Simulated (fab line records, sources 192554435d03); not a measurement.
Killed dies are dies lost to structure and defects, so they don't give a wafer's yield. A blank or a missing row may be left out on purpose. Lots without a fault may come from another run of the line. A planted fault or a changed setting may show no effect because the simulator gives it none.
Split-lot experiment | flow n5_finfet | 7 lots, 21 wafers read, on a route of 1938 steps

THE SPLIT
At N5_SD_EPI_N_EXPOSE_06 (exposes mask SD N BLK, target cd 120 nm), the setting dose_mj was moved away from the recipe's 39.75 on 5 of the 21 wafers read, by +3.0% to +4.9%. The other wafers ran this setting at the recipe's value.

FROM THE SPLIT TO THE READING: what the file shows between them, 2 steps
- N5_SD_EPI_N_PEB_07: peb time 60 s
- N5_SD_EPI_N_DEVELOP_08: develop time 30 s

THE READING
cd_nm, in nm, at N5_SD_EPI_N_CD_MEAS_09 (target cd 120 nm). Fault-free wafers of this fab line usually give 120.6 nm, standard deviation 0.69 nm.

wafer  | tool, chamber at the split | dose_mj as run | against the recipe | cd_nm, nm | against lot-mates on the recipe
L074.3 | arfi_scanner-01, 0         | 39.75          | recipe             | 121.2     | -
L074.5 | arfi_scanner-01, 0         | 39.75          | recipe             | 122.1     | -
L074.6 | arfi_scanner-01, 0         | 41.19          | +3.6%              | 123.7     | +2.0
L076.2 | arfi_scanner-02, 0         | 39.75          | recipe             | 121.0     | -
L076.3 | arfi_scanner-02, 0         | 39.75          | recipe             | 121.6     | -
L076.4 | arfi_scanner-02, 0         | 39.75          | recipe             | 120.9     | -
L079.1 | arfi_scanner-01, 0         | 39.75          | recipe             | 120.3     | -
L079.4 | arfi_scanner-01, 0         | 39.75          | recipe             | 120.3     | -
L079.6 | arfi_scanner-01, 0         | 39.75          | recipe             | 120.1     | -
L083.1 | arfi_scanner-01, 0         | 39.75          | recipe             | 119.0     | -
L083.5 | arfi_scanner-01, 0         | 40.95          | +3.0%              | 121.7     | +2.7
L083.6 | arfi_scanner-01, 0         | 40.95          | +3.0%              | 123.0     | +4.0
L088.1 | arfi_scanner-02, 0         | 39.75          | recipe             | 121.0     | -
L088.3 | arfi_scanner-02, 0         | 39.75          | recipe             | 120.9     | -
L088.5 | arfi_scanner-02, 0         | 39.75          | recipe             | 119.8     | -
L092.2 | arfi_scanner-03, 0         | 39.75          | recipe             | 121.9     | -
L092.5 | arfi_scanner-03, 0         | 39.75          | recipe             | 121.6     | -
L092.6 | arfi_scanner-03, 0         | 39.75          | recipe             | 120.9     | -
L095.1 | arfi_scanner-03, 0         | 41.68          | +4.9%              | 123.0     | +2.7
L095.4 | arfi_scanner-03, 0         | 39.75          | recipe             | 120.3     | -
L095.5 | arfi_scanner-03, 0         | 41.68          | +4.9%              | 124.1     | +3.8

THE FIT
A straight line over all 21 wafers: cd_nm changes by +0.592 nm for each +1% of dose_mj; r = +0.80; the points scatter about the line by 0.8 nm.
The same after taking each lot's own level away (the mean of its wafers on the recipe; 21 wafers): +0.745 nm for each +1%; r = +0.91; scatter 0.59 nm.
On that fit, the largest move of dose_mj shifts the reading by 3.6 nm.
The lots' own levels span 119.00 to 121.65 nm, that is 3.8 times the standard deviation above.
So the lot-to-lot level blurs the effect unless lot-mates are compared.
Check: with one of the wafers moved furthest among these (+4.9%) left out of the fit, the line predicts +4.07 nm for it against its lot-mates. It came out at +2.7 nm against them.

OTHER SPLITS ON THESE WAFERS
These wafers also went through other splits before the reading. Each is held against what the fit with the lots' levels taken away leaves over:
other split on the same wafers             | wafers away from the commonest value | r with cd_nm (lot level and that fit taken away)
N5_ZERO_LAYER_PECVD_02 time_s              | 8                                    | -0.29
N5_ZERO_LAYER_EXPOSE_08 dose_mj            | 5                                    | +0.11
N5_FIN_SAQP_PECVD_48 time_s                | 8                                    | -0.07
N5_FIN_SAQP_PECVD_06 time_s                | 8                                    | +0.31
N5_FIN_SAQP_MANDREL_ETCH_22 over_etch_frac | 3                                    | +0.53
N5_DUMMY_GATE_COAT_09 spin_rpm             | 5                                    | -0.20

THE FILE'S OWN FIT
cd_nm changes by +0.732 nm for each +1% of dose_mj, r = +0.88.
